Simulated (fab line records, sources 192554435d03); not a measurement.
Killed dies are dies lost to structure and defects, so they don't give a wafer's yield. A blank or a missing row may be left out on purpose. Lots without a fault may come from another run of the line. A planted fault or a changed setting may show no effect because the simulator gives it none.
Chamber matching | flow n5_finfet | N5_BEOL_M3_DESCUM_33 on rie_diel-06: 4 sister chambers
The step chemistry O2, time 7 s. 16 wafers are shown with their chamber, then 8 later ones without.

WAFERS WITH THEIR CHAMBER
wafer  | chamber | showerhead_plenum_p_Torr (Torr) | oes_product_au (a.u.) | throttle_valve_pct (%)
L075.2 | 3       | 1.98                            | 0.70                  | 20.27
L075.4 | 1       | 2.06                            | 0.97                  | 20.41
L075.5 | 0       | 2.19                            | 0.78                  | 20.41
L076.4 | 3       | 1.98                            | 0.68                  | 20.26
L076.5 | 1       | 2.05                            | 0.95                  | 20.41
L076.6 | 0       | 2.19                            | 0.76                  | 20.40
L081.1 | 3       | 1.97                            | 0.69                  | 20.32
L081.2 | 0       | 2.19                            | 0.76                  | 20.43
L081.4 | 2       | 2.11                            | 0.79                  | 20.36
L086.3 | 2       | 2.10                            | 0.78                  | 20.40
L086.5 | 3       | 1.97                            | 0.68                  | 20.33
L086.6 | 0       | 2.18                            | 0.74                  | 20.45
L088.2 | 3       | 1.97                            | 0.67                  | 20.32
L088.5 | 3       | 1.97                            | 0.67                  | 20.31
L088.6 | 2       | 2.10                            | 0.77                  | 20.40
L090.3 | 2       | 2.10                            | 0.77                  | 20.40

SIGNATURES (means of the wafers above)
reading                  | chamber 0 | chamber 1 | chamber 2 | chamber 3 | scatter within a chamber
showerhead_plenum_p_Torr | 2.1875    | 2.0550    | 2.1025    | 1.9733    | 0.00527
oes_product_au           | 0.7600    | 0.9600    | 0.7775    | 0.6817    | 0.0128
throttle_valve_pct       | 20.4225   | 20.4100   | 20.3900   | 20.3017   | 0.0241
Rule: a wafer's distance from a chamber is the root of the sum, over the readings, of the square of ((its reading less the chamber's mean) divided by the reading's scatter). The wafer belongs to the nearest chamber; if the next one is less than 2 further off, it can't be placed. The scatter: the root of (the sum of the squares of (reading less its chamber's mean) over the shown wafers, divided by (wafers less chambers)).

WAFERS WITHOUT THEIR CHAMBER
wafer  | showerhead_plenum_p_Torr (Torr) | oes_product_au (a.u.) | throttle_valve_pct (%)
L090.5 | 2.10                            | 0.77                  | 20.41
L090.6 | 2.04                            | 0.90                  | 20.46
L093.1 | 2.18                            | 0.74                  | 20.47
L093.4 | 2.18                            | 0.75                  | 20.46
L093.5 | 2.10                            | 0.76                  | 20.41
L095.4 | 2.04                            | 0.89                  | 20.47
L095.5 | 2.10                            | 0.77                  | 20.41
L095.6 | 2.18                            | 0.74                  | 20.48

WHICH CHAMBER EACH WENT THROUGH
wafer  | from the rows above | in truth
L090.5 | 2                   | 2
L090.6 | 1                   | 1
L093.1 | 0                   | 0
L093.4 | 0                   | 0
L093.5 | 2                   | 2
L095.4 | 1                   | 1
L095.5 | 2                   | 2
L095.6 | 0                   | 0
Placed correctly: 8 of 8. Can't be placed from these rows: 0. Placed wrongly: 0.
